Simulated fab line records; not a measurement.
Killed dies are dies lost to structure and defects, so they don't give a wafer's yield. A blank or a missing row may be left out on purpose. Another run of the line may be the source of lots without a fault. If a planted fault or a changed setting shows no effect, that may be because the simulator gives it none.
Matching of chambers | flow nand harc | NHARC_A_STAIRCASE_DEP_471 on pecvd-02: 3 sister chambers
The step deposits SiO2, target thk 100 nm. 27 wafers are shown with their chamber, then 12 later ones without.

## WAFERS, EACH WITH ITS CHAMBER
wafer  | chamber | throttle valve pct (%) | heater power w (W)
L074.3 | 2       | 15.5                   | 795
L074.5 | 0       | 17.0                   | 685
L074.6 | 2       | 15.0                   | 781
L077.2 | 1       | 15.5                   | 654
L077.3 | 2       | 15.0                   | 775
L077.5 | 2       | 15.3                   | 771
L077.1 | 0       | 16.7                   | 669
L077.4 | 0       | 16.5                   | 685
L077.6 | 1       | 15.4                   | 668
L079.1 | 2       | 15.6                   | 700
L079.5 | 1       | 15.6                   | 648
L079.6 | 0       | 16.6                   | 691
L085.2 | 1       | 15.7                   | 677
L085.3 | 2       | 15.3                   | 838
L085.6 | 0       | 16.6                   | 702
L086.1 | 2       | 15.6                   | 746
L086.2 | 1       | 16.0                   | 571
L086.5 | 2       | 15.4                   | 768
L086.3 | 0       | 17.0                   | 703
L086.4 | 0       | 16.6                   | 704
L086.6 | 1       | 15.8                   | 575
L088.2 | 0       | 16.7                   | 714
L088.3 | 1       | 15.9                   | 566
L088.5 | 0       | 17.0                   | 699
L091.2 | 2       | 15.1                   | 734
L091.4 | 0       | 15.9                   | 610
L091.6 | 1       | 15.9                   | 576

SIGNATURES, as means of the wafers listed above
reading            | chamber 0 | chamber 1 | chamber 2 | scatter within a chamber
throttle valve pct | 16.660    | 15.725    | 15.311    | 0.268
heater power w     | 686.20    | 616.88    | 767.56    | 39.1
Rule: for each reading, subtract the chamber's mean from the wafer's reading, divide by that reading's scatter and square the result; add these up over the readings and take the root, which gives the wafer's distance from the chamber. If the next closest chamber is less than 2 further off than the closest, the wafer can't be placed; otherwise it belongs to the closest. The scatter: take each reading less its chamber's mean, square it, sum over the shown wafers, divide by the number of wafers less the number of chambers, and take the root.

## WAFERS WHOSE CHAMBER IS MISSING
wafer  | throttle valve pct (%) | heater power w (W)
L095.1 | 15.0                   | 787
L095.3 | 16.3                   | 610
L095.4 | 15.6                   | 564
L095.2 | 15.6                   | 547
L095.5 | 15.1                   | 784
L095.6 | 16.0                   | 595
L093.1 | 15.7                   | 590
L093.4 | 15.2                   | 793
L093.6 | 15.5                   | 590
L096.1 | 15.2                   | 646
L096.3 | 15.5                   | 585
L096.4 | 15.2                   | 655

## WHICH CHAMBER EACH WENT THROUGH
wafer  | from the rows above     | in truth
L095.1 | 2                       | 2
L095.3 | can't be placed: 1 or 0 | 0
L095.4 | 1                       | 1
L095.2 | 1                       | 1
L095.5 | 2                       | 2
L095.6 | 1                       | 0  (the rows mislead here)
L093.1 | 1                       | 1
L093.4 | 2                       | 2
L093.6 | 1                       | 1
L096.1 | can't be placed: 1 or 2 | 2
L096.3 | 1                       | 1
L096.4 | can't be placed: 1 or 2 | 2
Correctly placed: 8 of 12. Can't be placed from these rows: 3 (the true chamber is among the candidates in 3). Number placed wrongly: 1.
